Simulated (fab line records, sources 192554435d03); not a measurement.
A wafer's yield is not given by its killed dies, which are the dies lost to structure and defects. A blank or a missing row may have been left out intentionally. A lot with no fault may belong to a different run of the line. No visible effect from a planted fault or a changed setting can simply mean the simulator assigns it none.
Lot-split experiment	flow n5_finfet	21 wafers read across 7 lots, on a route 1938 steps long

THE SPLIT
At N5_BEOL_M3_TRENCH_ETCH_37 (etches SiOC in C4F6/O2, target depth 55.555 nm, time 29.2 s), the setting source_w was moved away from the recipe's 355 W on 6 of the 21 wafers read, by -10.0% to +15.3%. For the rest of the wafers, this setting stayed at what the recipe calls for.

The reading is taken at the split's own step.

THE READING
rf_vpp_V, in V, at N5_BEOL_M3_TRENCH_ETCH_37 (etches SiOC in C4F6/O2, target depth 55.555 nm, time 29.2 s). Typical for fault-free wafers on this fab line: 665 V, with standard deviation 9 V.

wafer	tool, chamber at the split	source_w as run, W	against the recipe	rf_vpp_V, V	against lot-mates on the recipe
L076.2	rie_diel-02, 2	355	recipe	672	-
L076.3	rie_diel-02, 1	355	recipe	658	-
L076.4	rie_diel-02, 3	355	recipe	671	-
L081.1	rie_diel-04, 1	355	recipe	667	-
L081.4	rie_diel-04, 0	355	recipe	659	-
L081.5	rie_diel-04, 2	355	recipe	693	-
L083.1	rie_diel-02, 2	322	-9.3%	705	no lot-mate on the recipe
L083.2	rie_diel-02, 0	322	-9.3%	695	no lot-mate on the recipe
L083.5	rie_diel-02, 1	322	-9.3%	694	no lot-mate on the recipe
L091.1	rie_diel-02, 0	355	recipe	661	-
L091.3	rie_diel-02, 1	355	recipe	658	-
L091.6	rie_diel-02, 3	355	recipe	672	-
L090.4	rie_diel-06, 2	319.4	-10.0%	709	+49
L090.5	rie_diel-06, 3	319.4	-10.0%	698	+38
L090.6	rie_diel-06, 1	355	recipe	660	-
L093.1	rie_diel-06, 0	355	recipe	655	-
L093.3	rie_diel-06, 3	355	recipe	659	-
L093.6	rie_diel-06, 3	355	recipe	663	-
L095.1	rie_diel-02, 1	409.4	+15.3%	611	-60
L095.5	rie_diel-02, 3	355	recipe	670	-
L095.6	rie_diel-02, 2	355	recipe	672	-

THE FIT
A straight line over all 21 wafers: rf_vpp_V changes by -3.58 V for each +1% of source_w; r = -0.92; the points scatter about the line by 8.7 V.
The same after taking each lot's own level away (the mean of its wafers on the recipe; 18 wafers): -4.11 V for each +1%; r = -0.94; scatter 7.8 V.
On that fit, the largest move of source_w shifts the reading by 63 V.
Measured against the standard deviation above, the lots' own levels, which go from 659.0 to 673.0 V, span 1.6 times it.
Hence the slope depends on the lot-to-lot level, as the two fits are not the same.
Check: for one of the wafers moved furthest among these (+15.3%), held out of the fit, the line's prediction against its lot-mates is -66.5 V. Against them it came out at -60 V.
Tool readings at the split's step, against how far the setting was moved: rf_vpp_V r = -0.92.

OTHER SPLITS ON THESE WAFERS
Note: prior to the reading, these wafers also went through further splits. Each is held against what the fit with the lots' levels taken away leaves over:
other split on the same wafers	wafers away from the commonest value	r with rf_vpp_V (lot level and that fit taken away)
N5_BEOL_M2_DESCUM_16 time_s	7	+0.08
N5_BEOL_M2_COAT_22 spin_rpm	10	-0.10
N5_BEOL_M2_ETCH_69 bias_w	7	+0.14

THE FILE'S OWN FIT
rf_vpp_V changes by -4.04 V for each +1% of source_w, r = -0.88.
